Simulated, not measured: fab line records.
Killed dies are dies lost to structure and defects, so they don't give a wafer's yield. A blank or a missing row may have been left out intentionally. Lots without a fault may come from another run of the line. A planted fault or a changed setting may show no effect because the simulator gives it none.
One fault through the eyes of 3 desks	flow nand harc	each desk holds nothing but its own numbers, with what lay behind them at the end

## TOOL OWNER'S DESK, acl dep-03
The tool's own readings at NHARC_A_CHANNEL_HOLE_D1_DEP_00 (deposits aC, target thk 3100 nm): means of the sampled wafers that have a number, for each lot that ran on this tool. A lot is out of limits, marked OUT, if its mean lies more than 4 standard deviations from the usual mean; the brackets give that distance.
Columns: A = susceptor temp C at NHARC_A_CHANNEL_HOLE_D1_DEP_00, usual 399.95 C; B = throttle valve pct at NHARC_A_CHANNEL_HOLE_D1_DEP_00, usual 34.999 %
lot	first seen here	A	B
L417	day 9 03:01	399.95	34.996
L422	day 11 05:53	400.04	34.997
L437	day 17 03:50	400.06	34.996
L438	day 17 14:53	399.95	34.992
L439	day 17 21:53	-	34.997
This desk's finding: nothing out of limits on any of the 5 lots.

## THE DEFECT DESK
Inspection counts along the route, by lot: the mean over sampled wafers that carry a number. A lot is out of limits, marked OUT, if its mean lies more than 4 standard deviations from the usual mean; the brackets give that distance.
Columns: A = raw defect count at NHARC_A_ONON_D1_INSPECT_32, usual 71; B = raw defect count at NHARC_A_CHANNEL_HOLE_D1_INSPECT_40, usual 71
lot	first seen here	A	B
L416	day 8 08:47	81	57
L417	day 9 00:49	105	45
L420	day 10 03:58	70	94
L422	day 11 04:41	85	74
L425	day 11 22:14	96	67
L428	day 13 04:32	62	5920 (+99 or more) OUT
L429	day 14 11:26	61	5955 (+99 or more) OUT
L431	day 14 20:10	72	95
L436	day 17 00:26	97	57
L437	day 17 03:46	60	44
L438	day 17 14:09	66	73
L439	day 17 20:42	52	59
This desk's finding: out of limits on L428, L429; first on L428, day 13 16:08 (raw defect count at NHARC_A_CHANNEL_HOLE_D1_INSPECT_40). Within limits: L416, L417, L420, L422, L425, L431, L436, L437, L438, L439.

## METROLOGY DESK
What the gauges read for every lot (on any tool): the sampled wafers with a number, averaged. A lot is out of limits, marked OUT, if its mean lies more than 4 standard deviations from the usual mean; the brackets give that distance.
Columns: A = thk nm at NHARC_A_ONON_D1_THK_MEAS_18, usual 1002 nm; B = cd nm at NHARC_A_CHANNEL_HOLE_D1_CD_MEAS_30, usual 90.1 nm
lot	first seen here	A	B
L416	day 8 06:00	997	90.5
L417	day 8 21:57	998	89.7
L420	day 10 01:07	1015	90.5
L422	day 11 01:53	1000	90.5
L425	day 11 19:26	985	91.2
L428	day 13 01:41	1010	-
L429	day 14 08:36	1011	-
L431	day 14 17:20	997	91.2
L436	day 16 21:29	996	90.3
L437	day 17 00:58	1004	90.5
L438	day 17 11:20	988	92.2
L439	day 17 17:54	1012	91.0
This desk's finding: nothing out of limits on any of the 12 lots.

## PUT TOGETHER
The defect desk could have raised an alarm at day 13 16:08, on L428, L429.
Nothing out of limits was seen by the tool owner's desk.
At the metrology desk, nothing out of limits was observed.
The tool owner's desk has no number on record for L428, L429.
The metrology desk has L428, L429 on record, within its limits.
On acl dep-03, each named lot ran NHARC_A_CHANNEL_HOLE_D1_DEP_00.

## WHAT THE SIMULATOR PUT IN
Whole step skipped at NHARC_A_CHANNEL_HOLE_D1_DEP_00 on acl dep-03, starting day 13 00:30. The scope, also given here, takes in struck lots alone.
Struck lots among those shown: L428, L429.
Hours from the fault's start to each desk's first reading out of limits: the defect desk, 16.
